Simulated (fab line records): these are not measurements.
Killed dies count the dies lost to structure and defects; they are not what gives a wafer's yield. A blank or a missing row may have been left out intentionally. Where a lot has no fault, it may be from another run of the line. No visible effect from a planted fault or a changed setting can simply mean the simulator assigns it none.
Split-lot study | flow n5 finfet | 21 wafers read across 7 lots, on a route 1938 steps long

ABOUT THE SPLIT
At N5_FIN_CUT_COAT_18 (time 60 s, resist thk 230 nm), the setting spin rpm was moved away from the recipe's 1500 rpm on 9 of the 21 wafers read, by -11.1% to +9.1%. The other wafers ran this setting at the recipe's value.

FROM THE SPLIT TO THE READING: what the file shows between them, 7 steps
- N5_FIN_CUT_EXPOSE_05: exposes mask FIN CUT (also split here: dose mj)
- N5_FIN_CUT_PEB_06: peb time 60 s
- N5_FIN_CUT_DEVELOP_07: develop time 30 s
- N5_FIN_CUT_CD_MEAS_08: target cd 29.1 nm
- N5_FIN_CUT_DESCUM_13: chemistry O2, time 7 s
- N5_FIN_CUT_ETCH_30: etches underlayer in N2/H2, target depth 13 nm, time 10.4 s
- N5_FIN_CUT_ETCH_20: etches SiARC in CF4, target depth 26 nm, time 43.3 s

THE READING
etch.depth nm (the simulator's own value, which no gauge read), in nm, at N5_FIN_CUT_ETCH_21 (etches SOC in N2/H2, target depth 219 nm, overetch 43.8 nm, time 523.5 s). No usual value for it is given in the file. The 12 wafers here that ran the recipe average 229.9 nm, standard deviation 0.45 nm.

wafer  | tool, chamber at the split | spin rpm as run, rpm | against the recipe | etch.depth nm, nm | against lot-mates on the recipe
L075.2 | litho track-05, 0          | 1500                 | recipe             | 230.1             | -
L075.3 | litho track-05, 0          | 1500                 | recipe             | 229.8             | -
L075.6 | litho track-05, 0          | 1334                 | -11.1%             | 244               | +14.1
L079.3 | litho track-01, 0          | 1580                 | +5.3%              | 223               | -6.0
L079.4 | litho track-01, 0          | 1580                 | +5.3%              | 224               | -5.0
L079.6 | litho track-01, 0          | 1500                 | recipe             | 229               | -
L081.1 | litho track-03, 0          | 1500                 | recipe             | 230.1             | -
L081.2 | litho track-03, 0          | 1500                 | recipe             | 230.4             | -
L081.4 | litho track-03, 0          | 1500                 | recipe             | 230.3             | -
L088.1 | litho track-03, 0          | 1500                 | recipe             | 230.8             | -
L088.2 | litho track-03, 0          | 1359                 | -9.4%              | 242.4             | +11.6
L088.4 | litho track-03, 0          | 1359                 | -9.4%              | 242.3             | +11.5
L091.2 | litho track-01, 0          | 1500                 | recipe             | 230.1             | -
L091.4 | litho track-01, 0          | 1637                 | +9.1%              | 219.8             | -10.3
L091.6 | litho track-01, 0          | 1637                 | +9.1%              | 219.9             | -10.2
L095.1 | litho track-01, 0          | 1500                 | recipe             | 229.7             | -
L095.3 | litho track-01, 0          | 1500                 | recipe             | 229.5             | -
L095.4 | litho track-01, 0          | 1603                 | +6.9%              | 222.6             | -7.0
L096.4 | litho track-05, 0          | 1500                 | recipe             | 229.8             | -
L096.5 | litho track-05, 0          | 1500                 | recipe             | 229.6             | -
L096.6 | litho track-05, 0          | 1620                 | +8.0%              | 221               | -8.7

FIT RESULTS
A straight line over all 21 wafers: etch.depth nm changes by -1.21 nm for each +1% of spin rpm; r = -1.00; the points scatter about the line by 0.61 nm.
The same after taking each lot's own level away (the mean of its wafers on the recipe; 21 wafers): -1.17 nm for each +1%; r = -1.00; scatter 0.43 nm.
That fit puts the effect of the largest move of spin rpm on the reading at 13 nm.
The lots' own levels span 229.00 to 230.80 nm, that is 4.0 times the standard deviation above.
The two slopes agree, so the slope changes little with the lot-to-lot level.
Check: for one of the wafers moved furthest among these (-11.1%), held out of the fit, the line's prediction against its lot-mates is +12.9 nm. It came out at +14.1 nm against them.

OTHER SPLITS ON THESE WAFERS
Other splits were also applied to these wafers ahead of the reading. Each is held against what the fit with the lots' levels taken away leaves over:
other split on the same wafers         | wafers away from the commonest value | r with etch.depth nm (lot level and that fit taken away)
N5_WELL_APT_COAT_02 spin rpm           | 8                                    | +0.19
N5_PMOS_HMC_CHANNEL_EPI_ETCH_32 bias w | 7                                    | -0.11
N5_FIN_SAQP_PECVD_06 time s            | 8                                    | -0.42
N5_FIN_SAQP_PEB_14 peb time s          | 8                                    | -0.29
N5_FIN_CUT_EXPOSE_05 dose mj           | 10                                   | -0.23

THE WHOLE CHAIN: every reading that the file lists as answering this split, in the file's order
step               | what it does                                                             | reading                                                                        | change (the file's fit)              | r (the file's)
N5_FIN_CUT_COAT_18 | time 60 s, resist thk 230 nm                                             | SOC_of_FIN_CUT_COAT_18.thk nm (the simulator's own value, which no gauge read) | -1.16 nm for each +1% of the setting | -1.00
N5_FIN_CUT_ETCH_21 | etches SOC in N2/H2, target depth 219 nm, overetch 43.8 nm, time 523.5 s | etch.depth nm (the simulator's own value, which no gauge read)                 | -1.16 nm for each +1% of the setting | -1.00

FILE'S OWN FIT
etch.depth nm changes by -1.16 nm for each +1% of spin rpm, r = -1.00.
